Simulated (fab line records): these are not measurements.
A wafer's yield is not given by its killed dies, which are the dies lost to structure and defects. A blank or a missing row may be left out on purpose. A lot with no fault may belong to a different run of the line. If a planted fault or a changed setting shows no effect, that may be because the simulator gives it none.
Which of the tools did it?	flow nand harc	10 lots with 30 wafers sampled at 6 steps, on a route of 1302 steps

WHAT EACH GAUGE READ, for each wafer
NHARC_END_SORT_01. Usual: killed at array 58, standard deviation 15; killed at other 0.8, standard deviation 1.2; killed at periphery 3.5, standard deviation 2.5; killed dies 62, standard deviation 15; killed open 3.2, standard deviation 1.7; killed short 2.4, standard deviation 1.5.
lot	measured	on	killed at array	killed at other	killed at periphery	killed dies	killed open	killed short	flag
L750	day 28 20:19	prober-01	129 121	0 0	4 5	133 126	2 5	1 1	OFF
L752	day 29 10:39	prober-01	105 117 116	0 0 1	9 5 6	114 122 123	3 5 2	2 2 1	OFF

WHAT TOOL EACH LOT RAN ON (gives the tool, then ch and the chambers of the sampled wafers, and finally the start)
lot	NHARC_A_STAIRCASE_TRIM_229	NHARC_A_STAIRCASE_DESCUM_443	NHARC_A_STAIRCASE_STRIP_446	NHARC_A_SGD_CUT_DESCUM_14	NHARC_A_SGD_CUT_ETCH_16
L742	rie diel-12 ch 2,3, day 16 15:03	rie diel-12 ch 0,1,3, day 19 07:47	plasma asher-02 ch 0,1, day 19 12:20	rie diel-05 ch 1,2,3, day 19 15:58	rie diel-05 ch 0,3, no start
L744	rie diel-04 ch 1,2, day 17 03:16	rie diel-11 ch 0,1,3, day 19 19:03	plasma asher-01 ch 0,1, day 19 23:29	rie diel-01 ch 0,1,2, day 20 03:35	rie diel-01 ch 2,3, no start
L745	rie diel-04 ch 0,1,2, day 17 20:27	rie diel-11 ch 1,2,3, day 20 10:49	plasma asher-02 ch 0, day 20 15:17	rie diel-02 ch 0,3, day 20 18:51	rie diel-02 ch 1,2, no start
L746	rie diel-04 ch 1,2,3, day 17 23:53	rie diel-12 ch 1,2,3, day 20 10:58	plasma asher-01 ch 0,1, day 20 15:26	rie diel-01 ch 1,2,3, day 20 19:02	rie diel-01 ch 0,1,2, no start
L747	rie diel-04 ch 1,2,3, day 18 13:02	rie diel-11 ch 0,1,3, day 21 12:16	plasma asher-02 ch 0,1, day 21 16:46	rie diel-05 ch 0,1,3, day 21 20:16	rie diel-05 ch 0,1,2, no start
L748	rie diel-04 ch 1,2,3, day 18 20:33	rie diel-11 ch 0,1,3, day 21 23:04	plasma asher-01 ch 0,1, day 22 03:28	rie diel-02 ch 0,1,2, day 22 07:02	rie diel-02 ch 0,3, no start
L750	rie diel-04 ch 0,2, day 19 12:25	rie diel-11 ch 1,2, day 22 05:35	plasma asher-02 ch 0,1, day 22 10:04	rie diel-02 ch 1,3, day 22 17:02	rie diel-02 ch 1,2,3, day 28 20:19 or earlier
L752	rie diel-04 ch 0,3, day 20 09:55	rie diel-11 ch 0,1,2, day 22 17:50	plasma asher-02 ch 0,1, day 22 22:20	rie diel-02 ch 0,1,3, day 23 06:22	rie diel-02 ch 0,1,3, day 29 10:39 or earlier
L759	rie diel-11 ch 0,1,3, day 23 19:35	rie diel-12 ch 0,1,2, day 26 16:51	plasma asher-01 ch 0,1, day 26 21:29	rie diel-02 ch 0,1,3, day 27 01:12	rie diel-02 ch 0,1, no start
L764	rie diel-04 ch 1,3, day 25 14:04	rie diel-04 ch 0,3, day 28 04:14	plasma asher-01 ch 0,1, day 28 08:51	rie diel-01 ch 0,1,3, day 28 12:19	rie diel-01 ch 0,3, no start
- NHARC_A_STAIRCASE_TRIM_229: chemistry O2, time 211.2 s.
- NHARC_A_STAIRCASE_DESCUM_443: chemistry O2, time 3 s.
- NHARC_A_STAIRCASE_STRIP_446: strips in O2.
- NHARC_A_SGD_CUT_DESCUM_14: chemistry O2, time 3 s.
- NHARC_A_SGD_CUT_ETCH_16: etches the open film in C4F8/O2/Ar, target depth 310.5 nm, time 155.2 s.

WHAT THE TOOLS THEMSELVES READ (means of the sampled wafers that have a number; where no wafer has one, the mark that the record gives instead)
NHARC_A_STAIRCASE_TRIM_229. Usual: chamber pressure mTorr 60.00 mTorr, standard deviation 0.058; drypump motor current A 5.8 A, standard deviation 0.52; oes product au 0.998 a.u., standard deviation 0.0082; rf vpp V 57.9 V, standard deviation 0.93; showerhead plenum p Torr 3.54 Torr, standard deviation 0.13; throttle valve pct 17.037 %, standard deviation 0.0083.
lot	tool	chamber pressure mTorr (mTorr)	drypump motor current A (A)	oes product au (a.u.)	rf vpp V (V)	showerhead plenum p Torr (Torr)	throttle valve pct (%)	flag
L742	rie diel-12	59.95	5.7	1.001	58.3	3.57	17.033	
L744	rie diel-04	60.05	6.5	1.002	57.2	3.40	17.034	
L745	rie diel-04	59.98	6.0	0.995	57.4	3.44	17.042	
L746	rie diel-04	59.97	6.3	0.999	57.5	3.55	17.029	
L747	rie diel-04	59.93	6.3	0.985	57.0	3.54	17.030	
L748	rie diel-04	60.02	6.3	0.995	58.0	3.54	17.046	
L750	rie diel-04	59.99	5.9	0.998	58.1	3.54	17.029	
L752	rie diel-04	59.97	5.8	1.006	57.4	3.61	17.048	
L759	rie diel-11	59.97	5.8	1.001	58.2	3.57	17.035	
L764	rie diel-04	60.07	6.4	0.997	58.4	3.77	17.039	

NHARC_A_STAIRCASE_DESCUM_443. Usual: chamber pressure mTorr 60.00 mTorr, standard deviation 0.063; drypump motor current A 5.9 A, standard deviation 0.52; oes product au 1.000 a.u., standard deviation 0.0082; rf vpp V 57.9 V, standard deviation 0.87; showerhead plenum p Torr 1.93 Torr, standard deviation 0.071; throttle valve pct 11.311 %, standard deviation 0.0087.
lot	tool	chamber pressure mTorr (mTorr)	drypump motor current A (A)	oes product au (a.u.)	rf vpp V (V)	showerhead plenum p Torr (Torr)	throttle valve pct (%)	flag
L742	rie diel-12	60.00	5.5	0.994	58.2	1.89	11.316	
L744	rie diel-11	59.95	5.9	0.997	58.6	1.95	11.308	
L745	rie diel-11	60.05	5.8	1.004	57.7	1.95	11.314	
L746	rie diel-12	59.99	5.7	0.995	58.2	1.92	11.306	
L747	rie diel-11	59.98	5.8	0.987	58.4	1.95	11.316	
L748	rie diel-11	60.01	5.8	0.996	58.0	1.95	11.306	
L750	rie diel-11	60.03	6.1	1.005	58.2	1.96	11.318	
L752	rie diel-11	60.02	6.2	1.010	58.0	1.96	11.316	
L759	rie diel-12	60.07	5.3	0.998	57.6	1.91	11.312	
L764	rie diel-04	59.99	5.5	1.005	56.5	1.88	11.313	

NHARC_A_STAIRCASE_STRIP_446. Usual: drypump motor current A 5.8 A, standard deviation 0.48; heater power w 325 W, standard deviation 34; temp c 250.01 C, standard deviation 0.19.
lot	tool	drypump motor current A (A)	heater power w (W)	temp c (C)	flag
L742	plasma asher-02	5.7	350	250.02	
L744	plasma asher-01	5.7	293	250.05	
L745	plasma asher-02	5.2	361	249.90	
L746	plasma asher-01	5.7	295	250.16	
L747	plasma asher-02	5.7	352	250.03	
L748	plasma asher-01	5.7	298	250.04	
L750	plasma asher-02	6.1	352	250.05	
L752	plasma asher-02	6.2	350	250.26	
L759	plasma asher-01	5.7	293	250.05	
L764	plasma asher-01	5.7	291	250.05	

NHARC_A_SGD_CUT_DESCUM_14. Usual: chamber pressure mTorr 60.01 mTorr, standard deviation 0.059; drypump motor current A 5.86 A, standard deviation 0.28; oes product au 0.999 a.u., standard deviation 0.0075; rf vpp V 57.7 V, standard deviation 0.81; showerhead plenum p Torr 1.90 Torr, standard deviation 0.063; throttle valve pct 11.311 %, standard deviation 0.0084.
lot	tool	chamber pressure mTorr (mTorr)	drypump motor current A (A)	oes product au (a.u.)	rf vpp V (V)	showerhead plenum p Torr (Torr)	throttle valve pct (%)	flag
L742	rie diel-05	60.02	5.85	0.998	57.5	1.85	11.299	
L744	rie diel-01	60.06	5.96	1.002	57.2	1.92	11.312	
L745	rie diel-02	60.02	5.68	1.001	58.2	1.95	11.310	
L746	rie diel-01	60.02	6.12	1.003	57.4	1.91	11.314	
L747	rie diel-05	60.00	5.72	0.995	57.9	1.91	11.316	
L748	rie diel-02	60.01	5.74	0.989	57.5	1.88	11.311	
L750	rie diel-02	60.05	5.72	0.999	57.7	1.86	11.310	
L752	rie diel-02	60.08	5.69	1.004	57.6	1.89	11.312	
L759	rie diel-02	60.02	5.67	1.003	58.3	1.89	11.311	
L764	rie diel-01	60.02	5.93	1.003	57.4	1.88	11.316	

NHARC_A_SGD_CUT_ETCH_16. Usual: chamber pressure mTorr 24.996 mTorr, standard deviation 0.022; oes product au 0.975 a.u., standard deviation 0.013; rf vpp V 723 V, standard deviation 3.3.
lot	tool	chamber pressure mTorr (mTorr)	oes product au (a.u.)	rf vpp V (V)	flag
L742	rie diel-05	24.976	0.932	725	OFF
L744	rie diel-01	24.993	0.977	727	
L745	rie diel-02	24.986	0.999	720	
L746	rie diel-01	25.009	0.980	723	
L747	rie diel-05	24.991	0.976	722	
L748	rie diel-02	24.991	0.975	724	
L750	rie diel-02	25.004	0.983	723	
L752	rie diel-02	24.996	0.973	722	
L759	rie diel-02	24.991	0.965	720	
L764	rie diel-01	24.985	0.969	724	

THE ANSWER, worked out from the rows above alone
Rule: a lot counts as off when the mean over its wafers that have a number is more than 3 standard deviations away from the usual mean. Also off: a lot with no number at a reading for which 4 or more lots have one. Where the step has rows for the other lots, those lots are counted as sound. The gauges are gone through in route order, then the tools' own readings, and for those a lot's mean is taken as printed above. The first step at which some lot is off is used, and at that step the reading that is off furthest; a lot without a number counts as furthest.
Off: L750, L752, at NHARC_END_SORT_01 (killed dies). Neither off nor sound, because the step has no rows for them: L742, L744, L745, L746, L747, L748, L759, L764.
A tool fits if, at a process step before that reading, it ran every lot that is off, and no sound lot after the first of them. The gauges at NHARC_END_SORT_01 are tried like those tools. With no start given for some of its lots, NHARC_A_SGD_CUT_ETCH_16 uses the hours and lot order of NHARC_END_SORT_01. Can't be told from this: 5 tools fit, rie diel-04 at NHARC_A_STAIRCASE_TRIM_229, rie diel-11 at NHARC_A_STAIRCASE_DESCUM_443, plasma asher-02 at NHARC_A_STAIRCASE_STRIP_446, rie diel-02 at NHARC_A_SGD_CUT_DESCUM_14 and NHARC_A_SGD_CUT_ETCH_16, prober-01 at NHARC_END_SORT_01.

WHAT WAS PUT IN BY THE SIMULATOR
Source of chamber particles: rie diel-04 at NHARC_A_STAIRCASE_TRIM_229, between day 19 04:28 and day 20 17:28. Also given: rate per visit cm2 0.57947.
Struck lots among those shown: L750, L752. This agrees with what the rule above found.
